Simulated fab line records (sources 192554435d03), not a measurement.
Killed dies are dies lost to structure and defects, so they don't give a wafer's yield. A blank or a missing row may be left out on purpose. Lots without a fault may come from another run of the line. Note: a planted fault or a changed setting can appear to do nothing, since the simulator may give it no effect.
A lot that was struck, set against a sound lot    flow n5_finfet    40 out of 1938 route steps
Sound: the wafers L620.2, L620.3, L620.6. Struck: wafer L615.1. (L615.5 of the same lot was not struck and is left out.) The cause comes at the end.
Order at every step that has rows: each side's tool, ch and its chambers, its first start. Under that, the readings that differ: sound wafers    struck wafers    difference of the means    sigmas: that difference in standard deviations of wafers without a fault.
alike: words and numbers the same on both sides, and readings whose means are apart by under 2 such deviations; not compared: readings that were withheld, readings missing a value for some wafer, numbers with overlapping values and no deviation given by the record, and bounds like >300 which may hide the same value.
A row with sigmas, a row that says differs or no value, or rows on one side alone: a step with any of these is where the two part. Non-overlapping numbers with no deviation appear without sigmas and do not part them. A reading that every wafer of one side lacks parts them only if that side has two wafers or more.

first, 9 steps without rows for these wafers: N5_MOL_CONTACT_COAG_CVD_140 (deposits W, target thk 66.5 nm, time 215 s); N5_MOL_CONTACT_COAG_PRECLEAN_127 (cleans in DIW, time 57.5 s); N5_MOL_CONTACT_COAG_SRD_128 (dry time 32 s); N5_MOL_CONTACT_COAG_CMP_52 (polishes, stops on SiO2, t overpolish 1.5 s, target thk 66.5 nm); N5_MOL_CONTACT_COAG_ANNEAL_112 (time 1800 s); N5_BEOL_M0_SAQP_PECVD_00 (deposits SiCN from 3MS/NH3, target thk 8 nm, time 14 s); N5_BEOL_M0_SAQP_ILD_DEP_01 (deposits SiOC from DEMS/O2, target thk 45.419 nm, time 8.7 s); N5_BEOL_M0_SAQP_HM_DEP_02 (deposits TiN, target thk 12 nm); N5_BEOL_M0_SAQP_PECVD_03 (deposits SiCN from 3MS/NH3, target thk 12 nm, time 21.1 s).
N5_BEOL_M0_SAQP_PECVD_96: deposits a-Si from SiH4/He, target thk 45 nm, time 45.2 s.
  sound on pecvd-02 ch 0,1,2, day 11 12:42; struck on pecvd-04 ch 0, day 10 05:56
reading                                          sound           struck  difference  sigmas
run_length_s (s)                                 81.0 81.0 80.1  117.5   +36.8       +68
model.a-Si_of_BEOL_M0_SAQP_PECVD_96.thk_nm (nm)  44.2 44.6 45.2  80.8    +36.1       
  alike: heater_power_w, showerhead_plenum_p_Torr, throttle_valve_pct
  not compared: since_wet_clean_h
then, 25 steps without rows for these wafers: N5_BEOL_M0_SAQP_PECVD_97 (deposits SiNx from SiH4/NH3/N2, target thk 23 nm, time 19.9 s); N5_BEOL_M0_SAQP_PECVD_04 (deposits a-Si from SiH4/He, target thk 60 nm, time 60.2 s); N5_BEOL_M0_SAQP_HM_DEP_111 (deposits SiO2 from SiH4/N2O, target thk 12 nm, time 7.2 s); N5_BEOL_M0_SAQP_COAT_81 (time 60 s, resist thk 100 nm); N5_BEOL_M0_SAQP_COAT_82 (time 60 s, resist thk 30 nm); N5_BEOL_M0_SAQP_COAT_08 (resist thk 90 nm); N5_BEOL_M0_SAQP_EBR_10; N5_BEOL_M0_SAQP_SOFTBAKE_09 (time 60 s); N5_BEOL_M0_SAQP_EXPOSE_11 (exposes mask M0 CORE, target cd 42 nm); N5_BEOL_M0_SAQP_PEB_12 (peb time 60 s); N5_BEOL_M0_SAQP_DEVELOP_13 (develop time 30 s); N5_BEOL_M0_SAQP_DESCUM_19 (chemistry O2, time 7.9 s); N5_BEOL_M0_SAQP_ETCH_83 (etches SiARC in CF4, target depth 39 nm, time 65 s); N5_BEOL_M0_SAQP_ETCH_84 (etches SOC in N2/H2, target depth 100 nm, overetch 20 nm, time 150 s); N5_BEOL_M0_SAQP_STRIP_80 (strips in N2/H2); N5_BEOL_M0_SAQP_HM_OPEN_112 (chemistry CHF3/O2, target SiO2, stops on a-Si, target depth 12 nm, time 13.5 s); N5_BEOL_M0_SAQP_STRIP_113 (strips in CHF3/O2); N5_BEOL_M0_SAQP_MANDREL_ETCH_20 (etches a-Si in HBr/Cl2, stops on SiNx, target depth 60 nm, bt time 10 s, time 30 s); N5_BEOL_M0_SAQP_STRIP_86 (strips in N2/H2); N5_BEOL_M0_SAQP_STRIP_115 (strips in post etch residue remover, time 60 s); N5_BEOL_M0_SAQP_SRD_93 (time 30 s); N5_BEOL_M0_SAQP_RECESS_114 (chemistry HF/NH3, target SiO2, target depth 14.4 nm, afs cycles 3, sublimation time 60 s); N5_BEOL_M0_SAQP_SPACER1_ALD_98 (deposits SiO2, target thk 12.8 nm, pulse time 1 s, purge time 2 s); N5_BEOL_M0_SAQP_SPACER1_ETCHBACK_99 (etches SiO2 in CHF3/O2, target depth 15.4 nm, time 7.7 s); N5_BEOL_M0_SAQP_MANDREL1_REMOVE_100 (chemistry HBr/Cl2/O2, target a-Si, stops on SiNx, bt time 10 s).
N5_BEOL_M0_SAQP_MANDREL_ETCH_103: etches a-Si in HBr/Cl2, stops on SiCN, target depth 45 nm, bt time 10 s, time 27 s.
  sound on rie_si-06 ch 0,3, day 11 17:28; struck on rie_si-03 ch 0, day 10 08:32
reading                   sound              struck  difference  sigmas
oes_product_au (a.u.)     0.675 0.695 0.696  1.000   +0.311      +26
throttle_valve_pct (%)    35.7 35.4 35.4     34.8    -0.7        -2
model.etch.depth_nm (nm)  44.18 44.65 45.18  80.84   +36.17      
  alike: drypump_motor_current_A, he_backside_leak_sccm
  not compared: rf_hours_counter_h
N5_BEOL_M0_SAQP_SPACER2_ETCHBACK_27: etches SiO2 in CHF3/O2, target depth 22.5 nm, time 11.25 s.
  sound on rie_diel-05 ch 1,2, day 11 22:44; struck on rie_diel-02 ch 0, day 10 13:35
reading                                          sound        struck  difference  sigmas
drypump_motor_current_A (A)                      6.2 5.4 6.2  4.8     -1.1        -3
model.a-Si_of_BEOL_M0_SAQP_PECVD_96.thk_nm (nm)  42 42.4 43   78.6    +36.1       
  alike: oes_product_au, rf_vpp_V, showerhead_plenum_p_Torr, throttle_valve_pct
  not compared: rf_hours_counter_h
N5_BEOL_M0_SAQP_INSPECT_42: inspects for defects (brightfield).
  sound: defect_inspect-01 at day 11 23:20; struck: defect_inspect-02 at day 10 14:11
reading           sound        struck  difference  sigmas
raw_defect_count  236 282 300  1242    +969        +12
-- here the record skips 2 days between the struck wafers' starts before and after, leaving off in module BEOL_M0_SAQP and picking up in module BEOL_M4 (first step shown: number 1111 of the route) --
N5_BEOL_M4_RC_MEAS_101:
  sound on prober-02 ch 0, day 14 08:26; struck on prober-02 ch 0, day 12 23:37
reading         sound              struck  difference  sigmas
DIBL_N (mV/V)   34.9 34.6 34.5     37.1    +2.4        +2
IOFF_N (nA/um)  0.133 0.132 0.123  0.189   +0.060      +3
VT_N (mV)       253.0 251.1 255.7  248.0   -5.3        -2
  alike: DIBL_P, IOFF_P, ION_N, ION_P, SS_N, SS_P, VT_P
-- here the record skips 4 days between the struck wafers' starts before and after, leaving off in module BEOL_M4 and picking up in module PASSIVATION (first step shown: number 1936 of the route) --
N5_PASSIVATION_PROBE_49:
  record: rows for the struck wafers here (prober-02, day 17 01:08), none for the sound ones

== WHERE THEY PART ==
Last at N5_PASSIVATION_PROBE_49 as far as this record goes, first at N5_BEOL_M0_SAQP_PECVD_96.

WHY: the cause the simulator had injected
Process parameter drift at N5_BEOL_M0_SAQP_PECVD_96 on pecvd-04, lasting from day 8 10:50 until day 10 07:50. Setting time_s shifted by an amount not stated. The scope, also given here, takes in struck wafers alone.
